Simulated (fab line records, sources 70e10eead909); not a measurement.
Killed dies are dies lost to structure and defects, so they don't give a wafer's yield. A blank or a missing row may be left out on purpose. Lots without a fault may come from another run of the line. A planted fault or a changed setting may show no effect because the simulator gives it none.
Chamber matching | flow nand_harc | NHARC_A_STAIRCASE_DESCUM_11 on rie_diel-07: 4 sister chambers
The step chemistry O2, time 3 s. 8 wafers are shown with their chamber, then 12 later ones without.

WAFERS WITH THEIR CHAMBER
wafer  | chamber | drypump_motor_current_A (A) | showerhead_plenum_p_Torr (Torr)
L075.4 | 3       | 5.5                         | 2.06
L083.5 | 3       | 5.6                         | 2.05
L087.5 | 0       | 6.7                         | 1.84
L088.6 | 2       | 6.0                         | 2.00
L089.2 | 0       | 6.7                         | 1.84
L090.1 | 1       | 4.8                         | 1.85
L090.3 | 2       | 6.0                         | 2.00
L090.6 | 1       | 4.7                         | 1.85

WAFERS WITHOUT THEIR CHAMBER
wafer  | drypump_motor_current_A (A) | showerhead_plenum_p_Torr (Torr)
L091.3 | 5.9                         | 2.00
L091.4 | 6.7                         | 1.84
L091.5 | 6.7                         | 1.84
L092.2 | 6.7                         | 1.84
L092.3 | 4.7                         | 1.85
L092.5 | 6.0                         | 2.00
L096.3 | 4.8                         | 1.85
L096.5 | 4.7                         | 1.85
L096.6 | 5.9                         | 2.00
L097.1 | 4.7                         | 1.85
L097.2 | 6.6                         | 1.83
L097.6 | 4.7                         | 1.85

WHICH CHAMBER EACH WENT THROUGH
wafer  | from the rows above | in truth
L091.3 | 2                   | 2
L091.4 | 0                   | 0
L091.5 | 0                   | 0
L092.2 | 0                   | 0
L092.3 | 1                   | 1
L092.5 | 2                   | 2
L096.3 | 1                   | 1
L096.5 | 1                   | 1
L096.6 | 2                   | 2
L097.1 | 1                   | 1
L097.2 | 0                   | 0
L097.6 | 1                   | 1
Placed correctly: 12 of 12. Can't be placed from these rows: 0. Placed wrongly: 0.
How it was worked out, from the rows above alone: a wafer's distance from a chamber is the root of the sum, over the readings, of the square of ((its reading less the chamber's mean) divided by the reading's scatter). The wafer belongs to the nearest chamber; if the next one is less than 2 further off, it can't be placed. A chamber's mean is the mean of its shown wafers. The scatter: the root of (the sum of the squares of (reading less its chamber's mean) over the shown wafers, divided by (wafers less chambers)).
